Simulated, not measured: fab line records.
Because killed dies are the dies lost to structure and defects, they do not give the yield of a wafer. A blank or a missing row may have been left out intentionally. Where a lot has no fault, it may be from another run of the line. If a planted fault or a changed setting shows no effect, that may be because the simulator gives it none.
A struck lot beside a sound one :: flow n5Finfet :: 16 steps out of a route of 1938
Sound: these wafers, L301.2, L301.3, L301.6. Struck: wafer L316.1. (L316.2 of the same lot was not struck and is left out.) The cause comes at the end.
Each step with rows lists, per side, the tool, then ch with its chambers, then its first start. Under that, the readings that differ: sound wafers :: struck wafers :: difference of the means :: sigmas: that difference in standard deviations of wafers without a fault.
alike: a reading whose means differ by less than 2 such deviations, as well as words and numbers matching on both sides. not compared: withheld readings; readings where some wafer has no value; bounds like >300 that might hide an equal value; numbers whose values overlap and for which the record gives no deviation.
Wherever a step has rows on one side only, a row that says differs or no value, or a row with sigmas, the two part there. Numbers that have no deviation but don't overlap get no sigmas and don't part them. A reading missing from all wafers of one side parts the sides only when that side holds two or more wafers.

first, 8 steps without rows for these wafers: N5_BEOL_M2_COAT_68 (time 60 s, resist thk 12 nm); N5_BEOL_M2_COAT_76 (time 60 s, resist thk 5 nm); N5_BEOL_M2_COAT_22 (resist thk 30 nm); N5_BEOL_M2_EBR_24; N5_BEOL_M2_SOFTBAKE_23 (time 60 s); N5_BEOL_M2_EXPOSE_25 (exposes mask V1, defocus 5 nm); N5_BEOL_M2_PEB_26 (peb time 60 s); N5_BEOL_M2_DEVELOP_27 (develop time 30 s).
N5_BEOL_M2_CD_MEAS_28: target cd 26.2 nm, target cd y 24.1 nm.
  sound on cdSem-03 ch 0, day 7 05:16; struck on cdSem-01 ch 0, day 10 10:59
  alike: cdNm
N5_BEOL_M2_OVL_MEAS_29:
  sound on overlay-02 ch 0, day 7 05:19; struck on overlay-02 ch 0, day 10 11:01
  alike: V1_OVL
N5_BEOL_M2_INSPECT_30: inspects for defects (brightfield).
  sound: defectInspect-01 at day 7 05:22; struck: defectInspect-01 at day 10 11:04
  alike: rawDefectCount
N5_BEOL_M2_DESCUM_33: chemistry O2, time 7 s.
  sound on rieDiel-04 ch 0,1, day 7 05:48; struck on rieDiel-04 ch 2, day 10 11:06
  alike: biasPowerW, drypumpMotorCurrentA, oesProductAu, rfVppV, showerheadPlenumPTorr, throttleValvePct
  not compared: rfHoursCounterH
N5_BEOL_M2_ETCH_77: etches underlayer in N2/H2, target depth 6.5 nm, time 5.2 s.
  sound on rieDiel-04 ch 0,1, day 7 05:50; struck on rieDiel-04 ch 2, day 10 11:08
reading: etchRfOnTimeS (s)
sound: 5.20 5.20 5.25
struck: 3.97
difference: -1.25
sigmas: -7
  alike: drypumpMotorCurrentA, oesProductAu, rfVppV, showerheadPlenumPTorr, throttleValvePct
  not compared: rfHoursCounterH
N5_BEOL_M2_ETCH_69: etches SiARC in CF4, target depth 15.6 nm, time 26 s.
  sound on rieDiel-04 ch 0,1, day 7 05:51; struck on rieDiel-04 ch 2, day 10 11:09
reading: cf4FlowSccm (sccm)
sound: 99.88 100.15 99.85
struck: 100.65
difference: +0.69
sigmas: +2
  alike: drypumpMotorCurrentA, etchRfOnTimeS, oesProductAu, rfVppV, showerheadPlenumPTorr, throttleValvePct
  not compared: rfHoursCounterH
N5_BEOL_M4_RC_MEAS_101:
  sound on prober-01 ch 0, day 8 14:43; struck on prober-02 ch 0, day 12 04:39
reading: DIBL_N (mV/V)
sound: 35.3 39.5 38.5
struck: 31.8
difference: -6.0
sigmas: -3

reading: DIBL_P (mV/V)
sound: 35.3 39.8 39.0
struck: 32.1
difference: -5.9
sigmas: -2

reading: IOFF_P (nA/um)
sound: 0.23 0.34 0.30
struck: 0.17
difference: -0.12
sigmas: -2

reading: ION_N (uA/um)
sound: 666 697 684
struck: 649
difference: -33
sigmas: -2

reading: ION_P (uA/um)
sound: 466 486 468
struck: 452
difference: -21
sigmas: -2

reading: VT_P (mV)
sound: -243 -240 -243
struck: -250
difference: -8
sigmas: -2
  alike: IOFF_N, SS_N, SS_P, VT_N
after that, 1 step had no rows for these wafers: N5_PASSIVATION_PROBE_49.

WHERE THEY PART
Last at N5_BEOL_M4_RC_MEAS_101 as far as this record goes, first at N5_BEOL_M2_ETCH_77.

WHY: whatever the simulator had introduced
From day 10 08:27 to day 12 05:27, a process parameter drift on rieDiel-04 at N5_BEOL_M2_ETCH_77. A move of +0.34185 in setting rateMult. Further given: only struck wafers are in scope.
